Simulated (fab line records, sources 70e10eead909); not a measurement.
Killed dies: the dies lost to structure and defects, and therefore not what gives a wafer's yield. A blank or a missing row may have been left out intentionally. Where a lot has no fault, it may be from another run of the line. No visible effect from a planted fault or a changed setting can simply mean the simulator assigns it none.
A lot that was struck, set against a sound lot | flow nand harc | 14 out of 1159 route steps
Sound: these wafers, L190.2, L190.3, L190.5. Struck: wafers L199.4, L199.6. (L199.5 of the same lot was not struck and is left out.) The cause comes at the end.
Each step with rows lists, per side, the tool, then ch with its chambers, then its first start. Under that, the readings that differ: sound wafers | struck wafers | difference of the means | sigmas: that difference in standard deviations of wafers without a fault.
alike: readings with means less than 2 such deviations apart, plus words and numbers identical on both sides. not compared: withheld readings, readings lacking a value on some wafer, bounds such as >300 that could conceal the same value, and numbers that have no deviation in the record and whose values overlap.
The two part at a step that has a row with sigmas, a row that says differs or no value, or rows on one side only. Numbers that have no deviation but don't overlap get no sigmas and don't part them. A reading that every wafer of one side lacks parts them only if that side has two wafers or more.

NHARC_A_STAIRCASE_ETCH_221: etches the open film in C4F8/O2, target depth 100 nm, time 40.5 s.
  sound on rie diel-05 ch 2,3; struck on rie diel-13 ch 1,3
  alike: oes product au, rf vpp V
  not compared: rf hours counter h
then, 5 steps without rows for these wafers: NHARC_A_STAIRCASE_TRIM_222 (chemistry O2, time 211.2 s); NHARC_A_STAIRCASE_ETCH_223 (etches the open film in C4F8/O2, target depth 100 nm, time 40.5 s); NHARC_A_STAIRCASE_TRIM_224 (chemistry O2, time 211.2 s); NHARC_A_STAIRCASE_ETCH_225 (etches the open film in C4F8/O2, target depth 100 nm, time 40.5 s); NHARC_A_STAIRCASE_TRIM_226 (chemistry O2, time 211.2 s).
NHARC_A_STAIRCASE_ETCH_227: etches the open film in C4F8/O2, target depth 100 nm, time 40.5 s.
  sound on rie diel-05 ch 0,1,2; struck on rie diel-13 ch 1,2
  alike: oes product au, rf vpp V
  not compared: rf hours counter h
then, 1 step without rows for these wafers: NHARC_A_STAIRCASE_TRIM_229 (chemistry O2, time 211.2 s).
NHARC_A_STAIRCASE_ETCH_230: etches the open film in C4F8/O2, target depth 100 nm, time 40.5 s.
  sound on rie diel-13 ch 2,3; struck on rie diel-13 ch 0,2
  alike: oes product au, rf vpp V
  not compared: rf hours counter h
NHARC_A_STAIRCASE_TRIM_231: chemistry O2, time 211.2 s.
  sound on rie diel-13 ch 0,1,3; struck on rie diel-13 ch 0,1
  alike: drypump motor current A, oes product au, rf vpp V, showerhead plenum p Torr, throttle valve pct
  not compared: rf hours counter h
then, 1 step without rows for these wafers: NHARC_A_STAIRCASE_ETCH_232 (etches the open film in C4F8/O2, target depth 100 nm, time 40.5 s).
NHARC_A_STAIRCASE_TRIM_233: chemistry O2, time 211.2 s.
  sound on rie diel-13 ch 1,2, day 11 16:31; struck on rie diel-13 ch 0, day 13 20:08
  reading               | sound             | struck      | difference | sigmas
  oes product au (a.u.) | 0.992 0.998 0.990 | 1.378 1.392 | +0.392     | +26
  alike: drypump motor current A, rf vpp V, showerhead plenum p Torr, throttle valve pct
  not compared: rf hours counter h
NHARC_A_STAIRCASE_ETCH_234: etches the open film in C4F8/O2, target depth 100 nm, time 40.5 s.
  sound on rie diel-13 ch 0,3; struck on rie diel-13 ch 1,2
  alike: oes product au, rf vpp V
  not compared: rf hours counter h
-- jump in the record: it breaks off in module A_STAIRCASE and resumes in module END (first step shown: number 1159 of the route), and 8 days separate the struck wafers' starts before and after --
NHARC_END_SORT_01:
  sound on prober-02 ch 0, day 20 04:53; struck on prober-01 ch 0, day 22 00:35
  reading         | sound    | struck                                            | difference                   | sigmas
  hold            | - - -    | await dispo/1.7h/release await dispo/1.7h/release | no value on the sound wafers |
  killed at array | 21 21 34 | 672 674                                           | +648                         | +59
  killed dies     | 29 24 46 | 677 677                                           | +644                         | +59
  alike: killed at other, killed at periphery, killed open, killed short

## WHERE THEY PART
Last at NHARC_END_SORT_01 as far as this record goes, first at NHARC_A_STAIRCASE_TRIM_233.

WHY: what the simulator had put in
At NHARC_A_STAIRCASE_TRIM_233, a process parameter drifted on rie diel-13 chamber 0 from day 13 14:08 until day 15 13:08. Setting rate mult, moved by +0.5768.
